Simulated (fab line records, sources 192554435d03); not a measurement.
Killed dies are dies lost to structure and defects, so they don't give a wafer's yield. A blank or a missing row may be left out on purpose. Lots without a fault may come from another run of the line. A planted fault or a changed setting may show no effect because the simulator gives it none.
Chamber matching | flow n5_finfet | N5_DUMMY_GATE_ETCH_44 on rie_si-06: 4 sister chambers
The step etches poly-Si in HBr/O2, stops on SiO2, target depth 127.5 nm. 4 wafers are shown with their chamber, then 12 later ones without.

WAFERS WITH THEIR CHAMBER
wafer  | chamber | throttle_valve_pct (%)
L087.1 | 1       | 18.60
L088.1 | 2       | 18.16
L088.4 | 0       | 18.00
L088.6 | 3       | 18.42

WAFERS WITHOUT THEIR CHAMBER
wafer  | throttle_valve_pct (%)
L089.1 | 18.42
L089.2 | 18.01
L089.3 | 18.15
L090.3 | 18.01
L090.4 | 18.14
L090.6 | 18.01
L091.2 | 18.00
L091.4 | 18.59
L091.6 | 18.14
L092.4 | 18.60
L092.5 | 18.01
L092.6 | 18.42

WHICH CHAMBER EACH WENT THROUGH
wafer  | from the rows above | in truth
L089.1 | 3                   | 3
L089.2 | 0                   | 0
L089.3 | 2                   | 2
L090.3 | 0                   | 0
L090.4 | 2                   | 2
L090.6 | 0                   | 0
L091.2 | 0                   | 0
L091.4 | 1                   | 1
L091.6 | 2                   | 2
L092.4 | 1                   | 1
L092.5 | 0                   | 0
L092.6 | 3                   | 3
Placed correctly: 12 of 12. Can't be placed from these rows: 0. Placed wrongly: 0.
How it was worked out, from the rows above alone: a wafer's distance from a chamber is the root of the sum, over the readings, of the square of ((its reading less the chamber's mean) divided by the reading's scatter). The wafer belongs to the nearest chamber; if the next one is less than 2 further off, it can't be placed. A chamber's mean is the mean of its shown wafers. The scatter: with one shown wafer a chamber, the root of the mean of the squares of how far each hidden wafer lies from its nearest shown one.
